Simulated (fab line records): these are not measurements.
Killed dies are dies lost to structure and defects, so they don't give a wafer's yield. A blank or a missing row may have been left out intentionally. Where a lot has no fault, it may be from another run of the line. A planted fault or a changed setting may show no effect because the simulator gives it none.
Matching of chambers :: flow nand harc :: cmp-04 running NHARC_A_M0_CMP_23: 4 sister chambers
The step polishes, t overpolish 20 s, target thk 113.75 nm. 24 wafers are shown with their chamber, then 12 later ones without.

WAFERS PAIRED WITH THEIR CHAMBERS
wafer: L079.1
chamber: 3
motor current A (A): 14.7
time to endpoint s (s): 26.7

wafer: L079.2
chamber: 2
motor current A (A): 11.3
time to endpoint s (s): 28.6

wafer: L079.5
chamber: 3
motor current A (A): 14.5
time to endpoint s (s): 29.3

wafer: L080.1
chamber: 0
motor current A (A): 12.0
time to endpoint s (s): 34.1

wafer: L080.2
chamber: 2
motor current A (A): 11.1
time to endpoint s (s): 29.7

wafer: L080.4
chamber: 1
motor current A (A): 11.2
time to endpoint s (s): 32.8

wafer: L080.3
chamber: 3
motor current A (A): 14.2
time to endpoint s (s): 31.5

wafer: L080.5
chamber: 3
motor current A (A): 14.5
time to endpoint s (s): 27.6

wafer: L080.6
chamber: 2
motor current A (A): 10.8
time to endpoint s (s): 31.3

wafer: L081.1
chamber: 2
motor current A (A): 11.4
time to endpoint s (s): 29.3

wafer: L081.3
chamber: 1
motor current A (A): 11.0
time to endpoint s (s): 33.3

wafer: L081.6
chamber: 0
motor current A (A): 12.0
time to endpoint s (s): 33.6

wafer: L085.3
chamber: 3
motor current A (A): 14.8
time to endpoint s (s): 25.4

wafer: L085.5
chamber: 3
motor current A (A): 14.3
time to endpoint s (s): 28.1

wafer: L085.6
chamber: 2
motor current A (A): 11.4
time to endpoint s (s): 27.2

wafer: L090.2
chamber: 1
motor current A (A): 11.1
time to endpoint s (s): 29.0

wafer: L090.3
chamber: 3
motor current A (A): 14.5
time to endpoint s (s): 28.1

wafer: L090.6
chamber: 3
motor current A (A): 13.8
time to endpoint s (s): 28.4

wafer: L091.2
chamber: 1
motor current A (A): 11.0
time to endpoint s (s): 25.7

wafer: L091.3
chamber: 3
motor current A (A): 13.8
time to endpoint s (s): 26.1

wafer: L091.6
chamber: 2
motor current A (A): 11.3
time to endpoint s (s): 26.5

wafer: L093.2
chamber: 1
motor current A (A): 11.1
time to endpoint s (s): 34.5

wafer: L093.3
chamber: 2
motor current A (A): 11.4
time to endpoint s (s): 27.8

wafer: L093.5
chamber: 1
motor current A (A): 11.0
time to endpoint s (s): 30.5

SIGNATURES, as means of the wafers listed above
reading: motor current A
chamber 0: 12.000
chamber 1: 11.067
chamber 2: 11.243
chamber 3: 14.344
scatter within a chamber: 0.26

reading: time to endpoint s
chamber 0: 33.850
chamber 1: 30.967
chamber 2: 28.629
chamber 3: 27.911
scatter within a chamber: 2.19
Rule: for a wafer and a chamber, the distance is found by dividing, reading by reading, the gap between the wafer's reading and the chamber's mean by the reading's scatter, squaring, summing and taking the root. If the next closest chamber is less than 2 further off than the closest, the wafer can't be placed; otherwise it belongs to the closest. How the scatter is found: for the shown wafers, subtract from each reading the mean of its chamber, square and add these, divide the total by (wafers less chambers), then take the root.

WAFERS WITHOUT THEIR CHAMBER
wafer: L092.1
motor current A (A): 11.6
time to endpoint s (s): 31.3

wafer: L092.5
motor current A (A): 12.0
time to endpoint s (s): 32.0

wafer: L092.6
motor current A (A): 14.6
time to endpoint s (s): 28.6

wafer: L094.1
motor current A (A): 14.8
time to endpoint s (s): 28.4

wafer: L094.3
motor current A (A): 12.4
time to endpoint s (s): 31.8

wafer: L094.6
motor current A (A): 11.3
time to endpoint s (s): 29.1

wafer: L094.2
motor current A (A): 11.3
time to endpoint s (s): 28.8

wafer: L094.4
motor current A (A): 11.1
time to endpoint s (s): 31.2

wafer: L094.5
motor current A (A): 12.5
time to endpoint s (s): 32.9

wafer: L097.2
motor current A (A): 11.2
time to endpoint s (s): 30.1

wafer: L097.4
motor current A (A): 11.0
time to endpoint s (s): 28.4

wafer: L097.5
motor current A (A): 14.1
time to endpoint s (s): 28.5

WHICH CHAMBER EACH WENT THROUGH
wafer: L092.1
from the rows above: can't be placed: 2 or 0 or 1
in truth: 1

wafer: L092.5
from the rows above: 0
in truth: 0

wafer: L092.6
from the rows above: 3
in truth: 3

wafer: L094.1
from the rows above: 3
in truth: 3

wafer: L094.3
from the rows above: 0
in truth: 0

wafer: L094.6
from the rows above: can't be placed: 2 or 1
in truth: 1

wafer: L094.2
from the rows above: can't be placed: 2 or 1
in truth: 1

wafer: L094.4
from the rows above: can't be placed: 1 or 2
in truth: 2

wafer: L094.5
from the rows above: 0
in truth: 0

wafer: L097.2
from the rows above: can't be placed: 1 or 2
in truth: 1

wafer: L097.4
from the rows above: can't be placed: 2 or 1
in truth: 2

wafer: L097.5
from the rows above: 3
in truth: 3
6 of 12 placed correctly. Can't be placed from these rows: 6 (the true chamber is among the candidates in 6). 0 placed wrongly.
